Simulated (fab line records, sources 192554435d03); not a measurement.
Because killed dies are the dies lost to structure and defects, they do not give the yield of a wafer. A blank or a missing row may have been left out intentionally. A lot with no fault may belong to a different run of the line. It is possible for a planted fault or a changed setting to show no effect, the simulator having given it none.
fab line records    flow n5-finfet
record: lots: 24  wafers: 72  last-day: 20
route steps=1938 shown BEOL_M7@1323 BEOL_M8@1335
lots untouched by any fault: they come from a run of this same line in which no faults occurred
start-h: hours from the record's opening day to when the first of the lot's shown wafers began    wait-h: hours from the lot's prior step to this one    " unchanged from the row above    L1.1+2: one row covering several wafers at once    - either no value or no given start    * or withheld: withheld    < > ~ a bound
route shown NAME@n: a module of which the file shows steps, and the number in the route of the first    usual: mean and standard deviation over wafers with no fault    same: alike in all rows    chamber/n: place in a boat    sites: readings site by site    _std_site: the values' standard deviation    _edge_site: inner sites' mean taken away from outer sites' mean    radius-mm: how far each site lies from the wafer's centre    mask NAME#n: copy n    behind: the most recent tool/chamber to have shaped the wafer    hold: reason for holding the lot/hours on hold/outcome of the hold    device: the transistor (n, p or np) that didn't switch    end of line: the tests these same wafers got at the end of their route    a step without rows: its recipe alone    killed: at the first sort, the dies lost to defects and structure; wafer yield is something else    map: per-die view of a wafer (x killed, . not killed, _ where there is no die)
set.NAME: the setting as run; set.NAME@STEP: as run at that earlier step    model.NAME: the simulator's own value behind a step, which no gauge read
a sample of lots followed through the steps of the route, with each step as a table and each wafer as a row
services: the hour from which a tool's chamber was out of use, counted from the record's first day as start-h (under 0 if before that day), plus the number of hours and why
== steps ==
step: N5_BEOL_M7_SPUTTER_48
recipe: material: Cu  target-thk-a: 100  temp-c: -20  bias-v: 60  power-w: 26000  chamber-pressure-pa: 0.13  time-s: 1.667
usual: substrate-temp-c: -20.01/0.1  throttle-valve-pct: 30.6/0.65
lot.wafer  tool            chamber  start-h  wait-h  substrate-temp-c  throttle-valve-pct
L074.1     pvd-sputter-03  -        221.65   1.8     -20.02            29.9
L074.4     "               -        "        "       -19.84            29.6
L074.6     "               -        "        "       -20.07            29.4
L076.2     pvd-sputter-02  -        234.49   0.1     -20.06            30.0
L076.3     "               -        "        "       -20.10            30.2
L076.5     "               -        "        "       -20.00            29.8
L075.1     pvd-sputter-01  -        235.58   0.3     -19.88            30.7
L075.4     "               -        "        "       -19.96            31.8
L075.5     "               -        "        "       -20.05            30.3
L078.1     pvd-sputter-01  -        256.07   0.1     -19.97            30.8
L078.4     "               -        "        "       -19.87            31.5
L078.6     "               -        "        "       -19.85            31.6
L077.1     pvd-sputter-02  -        256.40   0.1     -19.94            29.6
L077.4     "               -        "        "       -20.17            31.3
L077.5     "               -        "        "       -20.09            31.1
L079.4     pvd-sputter-02  -        256.48   0.1     -19.97            30.2
L079.5     "               -        "        "       -19.87            30.1
L079.6     "               -        "        "       -19.79            30.9
L081.1     pvd-sputter-01  -        256.99   0.1     -19.94            30.9
L081.4     "               -        "        "       -19.96            30.2
L081.5     "               -        "        "       -20.16            30.4
L080.2     pvd-sputter-03  -        260.78   0.2     -20.07            29.6
L080.3     "               -        "        "       -19.91            30.5
L080.6     "               -        "        "       -19.97            30.5
L083.1     pvd-sputter-03  -        284.80   0.1     -19.99            30.1
L083.4     "               -        "        "       -20.16            30.6
L083.6     "               -        "        "       -20.06            29.6
L082.1     pvd-sputter-02  -        291.85   0.1     -20.15            29.7
L082.5     "               -        "        "       -20.07            30.2
L082.6     "               -        "        "       -20.00            31.0
L084.2     pvd-sputter-03  -        296.43   0.1     -19.91            30.2
L084.3     "               -        "        "       -20.06            29.7
L084.5     "               -        "        "       -20.11            30.0
L086.1     pvd-sputter-01  -        303.76   0.4     -20.00            31.2
L086.4     "               -        "        "       -19.85            30.9
L086.5     "               -        "        "       -19.98            30.1
L085.3     pvd-sputter-03  -        304.11   0.2     -20.09            30.8
L085.4     "               -        "        "       -20.08            30.5
L085.5     "               -        "        "       -19.92            30.2
L089.3     pvd-sputter-02  -        309.94   0.3     -20.18            30.8
L089.4     "               -        "        "       -19.86            30.0
L089.6     "               -        "        "       -19.98            30.2
L087.4     pvd-sputter-02  -        310.24   0.1     -20.14            29.9
L087.5     "               -        "        "       -20.02            30.0
L087.6     "               -        "        "       -19.89            30.9
L088.1     pvd-sputter-02  -        325.58   0.2     -20.01            29.9
L088.4     "               -        "        "       -20.07            29.8
L088.6     "               -        "        "       -20.19            31.1
L091.2     pvd-sputter-02  -        327.77   0.1     -19.94            31.0
L091.3     "               -        "        "       -20.09            30.1
L091.4     "               -        "        "       -20.21            30.1
L090.1     pvd-sputter-01  -        328.49   0.1     -20.12            31.0
L090.5     "               -        "        "       -20.08            30.1
L090.6     "               -        "        "       -20.07            30.9
L092.2     pvd-sputter-01  -        333.49   0.1     -19.98            31.4
L092.4     "               -        "        "       -20.17            30.9
L092.5     "               -        "        "       -19.94            31.9
L093.2     pvd-sputter-01  -        334.24   0.1     -19.93            30.3
L093.3     "               -        "        "       -19.97            31.4
L093.4     "               -        "        "       -20.04            31.2
L094.2     pvd-sputter-02  -        347.18   0.9     -20.01            31.1
L094.4     "               -        "        "       -19.92            29.8
L094.5     "               -        "        "       -20.09            30.4
L095.1     pvd-sputter-01  -        368.89   0.2     -19.96            31.7
L095.3     "               -        "        "       -20.10            30.7
L095.6     "               -        "        "       -20.00            31.3
L096.2     pvd-sputter-01  -        371.33   0.1     -20.05            31.7
L096.4     "               -        "        "       -20.02            30.9
L096.6     "               -        "        "       -20.03            31.9
L097.1     pvd-sputter-03  -        375.20   0.1     -20.11            30.1
L097.2     "               -        "        "       -19.87            29.7
L097.5     "               -        "        "       -19.99            30.6
step: N5_BEOL_M7_RS_MEAS_57
recipe: thk-meas-gauge: four-point-probe  reads: Cu_of_BEOL_M7_ECD_50+Co_of_BEOL_M7_CVD_78+TaN_of_BEOL_M7_ALD_77
usual: M7_RS: 0.284/0.0078
lot.wafer  tool           chamber  start-h  wait-h  M7_RS[ohm/sq]
L074.1     film-metro-02  -        222.60   0.1     0.269
L074.4     "              -        "        "       0.278
L074.6     "              -        "        "       0.274
L076.2     film-metro-02  -        235.42   0.1     0.301
L076.3     "              -        "        "       0.298
L076.5     "              -        "        "       0.291
L075.1     film-metro-01  -        236.65   0.1     0.296
L075.4     "              -        "        "       0.295
L075.5     "              -        "        "       0.303
L078.1     film-metro-02  -        257.48   0.1     0.289
L078.4     "              -        "        "       0.288
L078.6     "              -        "        "       0.289
L077.1     film-metro-01  -        258.00   0.1     0.283
L077.4     "              -        "        "       0.273
L077.5     "              -        "        "       0.275
L079.4     film-metro-01  -        258.14   0.0     0.284
L079.5     "              -        "        "       0.287
L079.6     "              -        "        "       0.282
L081.1     film-metro-01  -        258.37   0.1     0.285
L081.4     "              -        "        "       0.288
L081.5     "              -        "        "       0.280
L080.2     film-metro-01  -        261.72   0.1     0.287
L080.3     "              -        "        "       0.290
L080.6     "              -        "        "       0.289
L083.1     film-metro-02  -        286.07   0.1     0.287
L083.4     "              -        "        "       0.285
L083.6     "              -        "        "       0.281
L082.1     film-metro-02  -        293.10   0.1     0.276
L082.5     "              -        "        "       0.278
L082.6     "              -        "        "       0.282
L084.2     film-metro-02  -        297.93   0.1     0.283
L084.3     "              -        "        "       0.288
L084.5     "              -        "        "       0.286
L086.1     film-metro-01  -        304.70   0.1     0.279
L086.4     "              -        "        "       0.289
L086.5     "              -        "        "       0.290
L085.3     film-metro-02  -        305.12   0.1     0.277
L085.4     "              -        "        "       0.277
L085.5     "              -        "        "       0.275
L089.3     film-metro-02  -        310.87   0.1     0.280
L089.4     "              -        "        "       0.289
L089.6     "              -        "        "       0.276
L087.4     film-metro-01  -        311.20   0.1     0.272
L087.5     "              -        "        "       0.273
L087.6     "              -        "        "       0.283
L088.1     film-metro-02  -        326.51   0.1     0.280
L088.4     "              -        "        "       0.281
L088.6     "              -        "        "       0.280
L091.2     film-metro-02  -        329.17   0.1     0.286
L091.3     "              -        "        "       0.278
L091.4     "              -        "        "       0.276
L090.1     film-metro-02  -        329.43   0.1     0.292
L090.5     "              -        "        "       0.290
L090.6     "              -        "        "       0.290
L092.2     film-metro-01  -        334.58   0.1     0.292
L092.4     "              -        "        "       0.272
L092.5     "              -        "        "       0.286
L093.2     film-metro-02  -        335.19   0.1     0.281
L093.3     "              -        "        "       0.279
L093.4     "              -        "        "       0.286
L094.2     film-metro-01  -        348.31   0.1     0.292
L094.4     "              -        "        "       0.276
L094.5     "              -        "        "       0.289
L095.1     film-metro-02  -        369.92   0.1     0.294
L095.3     "              -        "        "       0.298
L095.6     "              -        "        "       0.301
L096.2     film-metro-01  -        372.30   0.1     0.274
L096.4     "              -        "        "       0.288
L096.6     "              -        "        "       0.284
L097.1     film-metro-01  -        376.15   0.1     0.280
L097.2     "              -        "        "       0.279
L097.5     "              -        "        "       0.290
step: N5_BEOL_M8_PECVD_70
recipe: material: SiO2  target-thk-a: 200  temp-c: 400  precursor: TEOS/O2  pressure-torr: 5.5  rf-w: 450  teos-flow-sccm: 53.8  gas: O2  flow-sccm: 3000  time-s: 22.7
usual: heater-power-w: 691/61  showerhead-plenum-p-Torr: 8.78/0.044  throttle-valve-pct: 22.6/1.3
lot.wafer  tool      chamber  start-h  wait-h  heater-power-w  showerhead-plenum-p-Torr  throttle-valve-pct
L074.1     pecvd-04  1        223.76   0.0     705             8.79                      21.3
L074.4     "         2        "        "       773             8.76                      22.8
L074.6     "         1        "        "       686             8.77                      21.3
L076.2     pecvd-01  0        236.58   0.0     694             8.77                      22.5
L076.3     "         1        "        "       712             8.75                      25.3
L076.5     "         2        "        "       593             8.84                      21.1
L075.1     pecvd-04  0        237.81   0.0     637             8.83                      23.0
L075.4     "         2        "        "       773             8.76                      23.2
L075.5     "         0        "        "       641             8.84                      23.1
L078.1     pecvd-01  2        258.17   0.0     717             8.83                      21.1
L078.4     "         0        "        "       666             8.75                      22.6
L078.6     "         1        "        "       636             8.76                      25.5
L077.1     pecvd-02  2        258.68   0.0     703             8.73                      22.1
L077.4     "         2        "        "       683             8.74                      22.0
L077.5     "         0        "        "       759             8.82                      22.3
L079.4     pecvd-04  0        258.84   0.1     702             8.85                      23.1
L079.5     "         2        "        "       814             8.74                      23.2
L079.6     "         1        "        "       630             8.78                      21.2
L081.1     pecvd-02  0        259.05   0.0     806             8.85                      21.7
L081.4     "         1        "        "       675             8.76                      21.8
L081.5     "         0        "        "       813             8.84                      22.0
L080.2     pecvd-04  0        262.39   0.0     708             8.85                      23.1
L080.3     "         1        "        "       615             8.78                      21.3
L080.6     "         2        "        "       704             8.71                      23.2
L083.1     pecvd-01  2        286.77   0.0     615             8.84                      21.2
L083.4     "         1        "        "       756             8.77                      25.6
L083.6     "         0        "        "       597             8.72                      22.9
L082.1     pecvd-02  0        293.80   0.0     734             8.82                      22.1
L082.5     "         2        "        "       707             8.75                      22.4
L082.6     "         0        "        "       723             8.84                      21.8
L084.2     pecvd-01  2        298.78   0.0     676             8.83                      21.2
L084.3     "         0        "        "       572             8.75                      22.8
L084.5     "         2        "        "       678             8.83                      20.9
L086.1     pecvd-04  1        305.39   0.0     597             8.79                      21.4
L086.4     "         2        "        "       757             8.72                      23.4
L086.5     "         1        "        "       619             8.79                      21.2
L085.3     pecvd-01  1        305.79   0.0     683             8.74                      25.5
L085.4     "         1        "        "       681             8.71                      25.6
L085.5     "         2        "        "       702             8.83                      21.5
L089.3     pecvd-04  1        311.57   0.0     744             8.78                      21.3
L089.4     "         2        "        "       752             8.73                      23.5
L089.6     "         0        "        "       710             8.81                      23.0
L087.4     pecvd-01  1        311.90   0.1     644             8.75                      25.3
L087.5     "         2        "        "       684             8.86                      21.4
L087.6     "         0        "        "       664             8.74                      22.8
L088.1     pecvd-04  1        327.27   0.0     629             8.79                      21.4
L088.4     "         0        "        "       680             8.86                      22.9
L088.6     "         1        "        "       621             8.75                      21.1
L091.2     pecvd-04  2        329.85   0.0     763             8.74                      23.5
L091.3     "         1        "        "       730             8.80                      21.1
L091.4     "         1        "        "       724             8.78                      21.4
L090.1     pecvd-02  1        330.11   0.0     667             8.76                      21.9
L090.5     "         0        "        "       862             8.82                      22.0
L090.6     "         1        "        "       664             8.75                      21.7
L092.2     pecvd-04  2        335.25   0.0     656             8.74                      23.4
L092.4     "         1        "        "       623             8.77                      21.4
L092.5     "         0        "        "       715             8.84                      22.9
L093.2     pecvd-04  0        336.35   0.0     684             8.85                      23.0
L093.3     "         1        "        "       697             8.80                      21.3
L093.4     "         1        "        "       696             8.77                      21.4
L094.2     pecvd-01  0        348.99   0.0     662             8.75                      23.2
L094.4     "         1        "        "       750             8.74                      25.7
L094.5     "         0        "        "       656             8.75                      23.0
L095.1     pecvd-04  1        370.60   0.0     650             8.79                      21.1
L095.3     "         2        "        "       798             8.73                      23.4
L095.6     "         0        "        "       722             8.83                      23.0
L096.2     pecvd-02  2        373.00   0.0     588             8.78                      22.8
L096.4     "         2        "        "       564             8.75                      22.9
L096.6     "         1        "        "       603             8.77                      21.8
L097.1     pecvd-04  2        376.82   0.0     745             8.72                      23.4
L097.2     "         1        "        "       620             8.78                      21.1
L097.5     "         0        "        "       724             8.84                      23.1
step: N5_BEOL_M8_HM_DEP_02
recipe: material: TiN  target-thk-a: 200  temp-c: 25  chamber-pressure-pa: 0.49996
usual: substrate-temp-c: 24.99/0.1  throttle-valve-pct: 30.7/0.68
lot.wafer  tool            chamber  start-h  wait-h  substrate-temp-c  throttle-valve-pct
L074.1     pvd-sputter-02  -        225.73   1.9     24.98             30.1
L074.4     "               -        "        "       24.95             30.0
L074.6     "               -        "        "       25.12             29.9
L076.2     pvd-sputter-02  -        240.61   4.0     25.09             29.7
L076.3     "               -        "        "       25.09             29.9
L076.5     "               -        "        "       24.86             30.3
L075.1     pvd-sputter-02  -        241.15   3.3     25.01             29.9
L075.4     "               -        "        "       24.82             31.0
L075.5     "               -        "        "       24.82             30.1
L078.1     pvd-sputter-01  -        259.29   1.1     25.07             30.4
L078.4     "               -        "        "       24.82             31.8
L078.6     "               -        "        "       25.07             31.6
L077.1     pvd-sputter-01  -        259.49   0.8     25.05             31.5
L077.4     "               -        "        "       25.00             30.9
L077.5     "               -        "        "       24.90             31.5
L079.4     pvd-sputter-01  -        259.59   0.7     24.93             31.4
L079.5     "               -        "        "       24.88             31.1
L079.6     "               -        "        "       25.07             31.3
L081.1     pvd-sputter-01  -        259.69   0.6     24.85             30.7
L081.4     "               -        "        "       25.10             30.3
L081.5     "               -        "        "       25.13             31.6
L080.2     pvd-sputter-01  -        264.89   2.5     24.87             31.0
L080.3     "               -        "        "       25.06             30.3
L080.6     "               -        "        "       25.09             31.3
L083.1     pvd-sputter-03  -        290.18   3.4     25.02             30.2
L083.4     "               -        "        "       24.95             29.5
L083.6     "               -        "        "       25.18             30.6
L082.1     pvd-sputter-01  -        294.83   1.0     24.87             31.9
L082.5     "               -        "        "       24.87             31.8
L082.6     "               -        "        "       25.06             30.1
L084.2     pvd-sputter-01  -        298.97   0.2     25.14             31.3
L084.3     "               -        "        "       24.75             31.6
L084.5     "               -        "        "       25.09             31.6
L086.1     pvd-sputter-03  -        306.17   0.8     24.91             29.4
L086.4     "               -        "        "       25.03             30.4
L086.5     "               -        "        "       25.10             29.6
L085.3     pvd-sputter-03  -        306.27   0.5     25.19             30.7
L085.4     "               -        "        "       24.91             30.1
L085.5     "               -        "        "       24.99             30.3
L089.3     pvd-sputter-02  -        311.76   0.2     24.95             29.9
L089.4     "               -        "        "       25.13             29.9
L089.6     "               -        "        "       25.24             30.3
L087.4     pvd-sputter-02  -        314.04   2.1     25.09             30.9
L087.5     "               -        "        "       25.00             30.1
L087.6     "               -        "        "       24.96             29.9
L088.1     pvd-sputter-01  -        328.57   1.3     25.10             30.3
L088.4     "               -        "        "       24.96             31.4
L088.6     "               -        "        "       25.05             31.0
L091.2     pvd-sputter-01  -        331.75   1.9     25.10             31.8
L091.3     "               -        "        "       24.90             31.5
L091.4     "               -        "        "       25.00             30.4
L090.1     pvd-sputter-01  -        331.85   1.7     25.03             31.7
L090.5     "               -        "        "       25.00             31.6
L090.6     "               -        "        "       24.97             31.6
L092.2     pvd-sputter-01  -        336.52   1.3     25.02             31.6
L092.4     "               -        "        "       25.07             30.2
L092.5     "               -        "        "       25.01             31.4
L093.2     pvd-sputter-02  -        336.63   0.3     25.01             31.0
L093.3     "               -        "        "       24.86             29.6
L093.4     "               -        "        "       24.93             30.3
L094.2     pvd-sputter-01  -        351.36   2.4     25.06             31.6
L094.4     "               -        "        "       24.93             31.6
L094.5     "               -        "        "       24.90             30.1
L095.1     pvd-sputter-01  -        370.92   0.3     24.77             31.1
L095.3     "               -        "        "       25.11             30.9
L095.6     "               -        "        "       24.88             30.2
L096.2     pvd-sputter-03  -        373.40   0.4     25.01             30.3
L096.4     "               -        "        "       24.96             29.5
L096.6     "               -        "        "       25.02             29.7
L097.1     pvd-sputter-02  -        377.02   0.2     24.87             30.2
L097.2     "               -        "        "       24.97             29.9
L097.5     "               -        "        "       24.80             29.8
step: N5_BEOL_M8_CD_MEAS_18
recipe: pitch-nm: 80  target-cd-nm: 40
usual: cd-nm: 40.1/0.48
lot.wafer  tool       chamber  start-h  wait-h  cd-nm
L074.1     cd-sem-02  -        226.87   0.0     39.8
L074.4     "          -        "        "       39.7
L074.6     "          -        "        "       39.1
L076.2     cd-sem-01  -        241.75   0.1     40.5
L076.3     "          -        "        "       40.3
L076.5     "          -        "        "       40.0
L075.1     cd-sem-02  -        242.40   0.0     40.1
L075.4     "          -        "        "       40.0
L075.5     "          -        "        "       39.9
L078.1     cd-sem-03  -        260.80   0.0     40.0
L078.4     "          -        "        "       40.8
L078.6     "          -        "        "       40.2
L077.1     cd-sem-01  -        261.10   0.0     39.1
L077.4     "          -        "        "       39.1
L077.5     "          -        "        "       39.5
L079.4     cd-sem-03  -        261.23   0.1     40.2
L079.5     "          -        "        "       40.0
L079.6     "          -        "        "       40.7
L081.1     cd-sem-01  -        261.24   0.0     39.3
L081.4     "          -        "        "       39.2
L081.5     "          -        "        "       39.3
L080.2     cd-sem-03  -        266.28   0.1     40.2
L080.3     "          -        "        "       40.5
L080.6     "          -        "        "       40.0
L083.1     cd-sem-01  -        291.11   0.0     40.4
L083.4     "          -        "        "       39.8
L083.6     "          -        "        "       39.9
L082.1     cd-sem-03  -        295.76   0.0     39.8
L082.5     "          -        "        "       40.3
L082.6     "          -        "        "       40.6
L084.2     cd-sem-03  -        300.63   0.1     39.1
L084.3     "          -        "        "       39.7
L084.5     "          -        "        "       39.9
L086.1     cd-sem-01  -        307.21   0.0     40.0
L086.4     "          -        "        "       40.1
L086.5     "          -        "        "       40.3
L085.3     cd-sem-02  -        307.38   0.1     40.6
L085.4     "          -        "        "       40.4
L085.5     "          -        "        "       40.5
L089.3     cd-sem-03  -        312.81   0.1     40.7
L089.4     "          -        "        "       40.1
L089.6     "          -        "        "       40.6
L087.4     cd-sem-01  -        315.35   0.1     40.0
L087.5     "          -        "        "       39.4
L087.6     "          -        "        "       39.3
L088.1     cd-sem-02  -        330.38   0.0     40.2
L088.4     "          -        "        "       40.4
L088.6     "          -        "        "       40.4
L091.2     cd-sem-03  -        332.80   0.1     40.5
L091.3     "          -        "        "       40.0
L091.4     "          -        "        "       40.0
L090.1     cd-sem-01  -        333.20   0.0     39.7
L090.5     "          -        "        "       38.9
L090.6     "          -        "        "       39.2
L092.2     cd-sem-03  -        338.35   0.1     39.5
L092.4     "          -        "        "       39.7
L092.5     "          -        "        "       40.1
L093.2     cd-sem-02  -        338.39   0.1     40.1
L093.3     "          -        "        "       41.0
L093.4     "          -        "        "       40.8
L094.2     cd-sem-01  -        352.65   0.1     40.4
L094.4     "          -        "        "       39.7
L094.5     "          -        "        "       39.7
L095.1     cd-sem-01  -        372.07   0.0     40.2
L095.3     "          -        "        "       40.4
L095.6     "          -        "        "       40.1
L096.2     cd-sem-01  -        374.59   0.1     39.8
L096.4     "          -        "        "       40.0
L096.6     "          -        "        "       40.0
L097.1     cd-sem-03  -        389.98   0.0     40.6
L097.2     "          -        "        "       40.9
L097.5     "          -        "        "       40.3
step: N5_BEOL_M8_CD_MEAS_28
recipe: target-cd-nm: 40  landing-energy-ev: 500  detector: se-inlens
usual: cd-nm: 39.96/0.22
lot.wafer  tool       chamber  start-h  wait-h  cd-nm
L074.1     cd-sem-03  0        228.73   -       39.92
L074.4     "          0        "        "       39.75
L074.6     "          0        "        "       40.09
L075.1     cd-sem-02  0        243.89   -       39.95
L075.4     "          0        "        "       40.02
L075.5     "          0        "        "       40.33
L076.2     cd-sem-03  0        243.96   -       39.96
L076.3     "          0        "        "       39.86
L076.5     "          0        "        "       40.49
L078.1     cd-sem-01  0        264.78   -       39.92
L078.4     "          0        "        "       40.09
L078.6     "          0        "        "       39.94
L081.1     cd-sem-01  0        264.95   -       40.17
L081.4     "          0        "        "       40.03
L081.5     "          0        "        "       39.65
L079.4     cd-sem-02  0        265.34   -       39.81
L079.5     "          0        "        "       39.98
L079.6     "          0        "        "       39.37
L077.1     cd-sem-02  0        265.51   -       40.40
L077.4     "          0        "        "       40.18
L077.5     "          0        "        "       40.38
L080.2     cd-sem-02  0        267.35   -       39.99
L080.3     "          0        "        "       40.09
L080.6     "          0        "        "       40.13
L083.1     cd-sem-03  0        291.68   -       39.88
L083.4     "          0        "        "       39.85
L083.6     "          0        "        "       39.98
L082.1     cd-sem-02  0        298.27   -       40.33
L082.5     "          0        "        "       40.09
L082.6     "          0        "        "       40.07
L084.2     cd-sem-01  0        301.06   -       40.30
L084.3     "          0        "        "       40.23
L084.5     "          0        "        "       40.23
L086.1     cd-sem-03  0        307.65   -       40.07
L086.4     "          0        "        "       40.22
L086.5     "          0        "        "       40.19
L085.3     cd-sem-03  0        307.90   -       39.85
L085.4     "          0        "        "       40.06
L085.5     "          0        "        "       39.93
L089.3     cd-sem-03  0        313.78   -       39.73
L089.4     "          0        "        "       39.92
L089.6     "          0        "        "       39.85
L087.4     cd-sem-02  0        316.04   -       39.75
L087.5     "          0        "        "       39.53
L087.6     "          0        "        "       39.84
L088.1     cd-sem-02  0        330.94   -       39.83
L088.4     "          0        "        "       39.83
L088.6     "          0        "        "       39.90
L091.2     cd-sem-03  0        333.27   -       39.78
L091.3     "          0        "        "       40.09
L091.4     "          0        "        "       39.66
L090.1     cd-sem-02  0        333.79   -       39.68
L090.5     "          0        "        "       39.91
L090.6     "          0        "        "       39.88
L092.2     cd-sem-03  0        339.87   -       39.95
L092.4     "          0        "        "       40.23
L092.5     "          0        "        "       39.98
L093.2     cd-sem-01  0        339.92   -       40.21
L093.3     "          0        "        "       40.01
L093.4     "          0        "        "       39.95
L094.2     cd-sem-01  0        354.58   -       39.58
L094.4     "          0        "        "       40.17
L094.5     "          0        "        "       39.83
L095.1     cd-sem-01  0        373.51   -       39.95
L095.3     "          0        "        "       40.15
L095.6     "          0        "        "       40.24
L096.2     cd-sem-02  0        375.78   -       40.20
L096.4     "          0        "        "       40.63
L096.6     "          0        "        "       39.76
L097.1     cd-sem-02  0        390.32   -       39.83
L097.2     "          0        "        "       39.93
L097.5     "          0        "        "       40.02
== services ==
tool            chamber  start-h  hours  kind
pecvd-02        2        199.90   5.5    scheduled-down
pecvd-04        0        200.85   2.1    scheduled-down
pecvd-02        0        215.90   2.2    repair
pecvd-04        0        273.01   5.5    scheduled-down
pecvd-04        0        282.82   14.2   repair
pvd-sputter-02  -        295.39   5.2    repair
pecvd-04        1        297.78   5.5    scheduled-down
pecvd-01        0        353.33   2.1    scheduled-down
pvd-sputter-02  -        366.81   8.6    repair
pecvd-01        1        370.45   5.5    scheduled-down
== key ==
fault none
